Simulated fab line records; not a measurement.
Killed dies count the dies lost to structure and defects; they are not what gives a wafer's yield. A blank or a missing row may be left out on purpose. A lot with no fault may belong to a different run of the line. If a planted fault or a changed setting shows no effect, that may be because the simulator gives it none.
A lot that was struck, set against a sound lot	flow nandHarc	12 out of 1302 route steps
Sound: wafers L688.2, L688.4, L688.5. The struck wafers were L700.3, L700.4, L700.5. The cause comes at the end.
For every step that has rows: the tool of each side, followed by ch and its chambers, followed by its first start. Under that, the readings that differ: sound wafers	struck wafers	difference of the means	sigmas: that difference in standard deviations of wafers without a fault.
alike: words and numbers the same on both sides, and readings whose means are apart by under 2 such deviations; not compared: readings that were withheld, readings missing a value for some wafer, numbers with overlapping values and no deviation given by the record, and bounds like >300 which may hide the same value.
Wherever a step has rows on one side only, a row that says differs or no value, or a row with sigmas, the two part there. Non-overlapping numbers with no deviation appear without sigmas and do not part them. A reading that every wafer of one side lacks parts them only if that side has two wafers or more.

NHARC_A_STAIRCASE_DEP_322: deposits SiO2, target thk 7200 nm.
  sound on pecvd-03 ch 0,1, day 18 10:39; struck on pecvd-03 ch 0,2, day 22 21:11
  alike: heaterPowerW, rfFwdPowerW
then, 1 step without rows for these wafers: NHARC_A_STAIRCASE_ANNEAL_323 (time 1800 s).
NHARC_A_STAIRCASE_DEP_325: deposits SiO2, target thk 7200 nm.
  sound on pecvd-04 ch 1,2, day 18 19:56; struck on pecvd-02 ch 0,2, day 23 05:14
  alike: heaterPowerW, rfFwdPowerW
then, 6 steps without rows for these wafers: NHARC_A_STAIRCASE_ANNEAL_326 (time 1800 s); NHARC_A_STAIRCASE_DEHYDRATE_433 (time 120 s); NHARC_A_STAIRCASE_HMDS_434 (time 30 s); NHARC_A_STAIRCASE_COAT_435; NHARC_A_STAIRCASE_SOFTBAKE_436 (time 170 s); NHARC_A_STAIRCASE_EBR_437.
NHARC_A_STAIRCASE_EXPOSE_438: exposes mask STAIR REV.
  sound on krfScanner-03 ch 0, day 19 06:20; struck on krfScanner-03 ch 0, day 23 13:07
reading	sound	struck	difference	sigmas
exposureDoseMJCm2	28.998 28.947 28.968	43.919 43.898 43.871	+14.925	+99 or more
  alike: mask
then, 1 step without rows for these wafers: NHARC_A_STAIRCASE_PEB_439 (peb time 130 s).
-- break in the record here, with 6 days between the starts of the struck wafers on either side (left off in module A_STAIRCASE, picked up again in module END, where the first step shown is number 1302 on the route) --
NHARC_END_SORT_01:
  sound on prober-02 ch 0, day 24 12:28; struck on prober-01 ch 0, day 29 07:09
reading	sound	struck	difference	sigmas
killedAtPeriphery	12 12 11	6	-6	-2
  alike: killedAtArray, killedAtOther, killedDies, killedOpen, killedShort

== WHERE THEY PART ==
Last at NHARC_END_SORT_01 as far as this record goes, first at NHARC_A_STAIRCASE_EXPOSE_438.

WHY: whatever the simulator had introduced
Process parameter drift: krfScanner-03, from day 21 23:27 on, at NHARC_A_STAIRCASE_EXPOSE_438. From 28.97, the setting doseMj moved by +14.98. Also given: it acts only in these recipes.
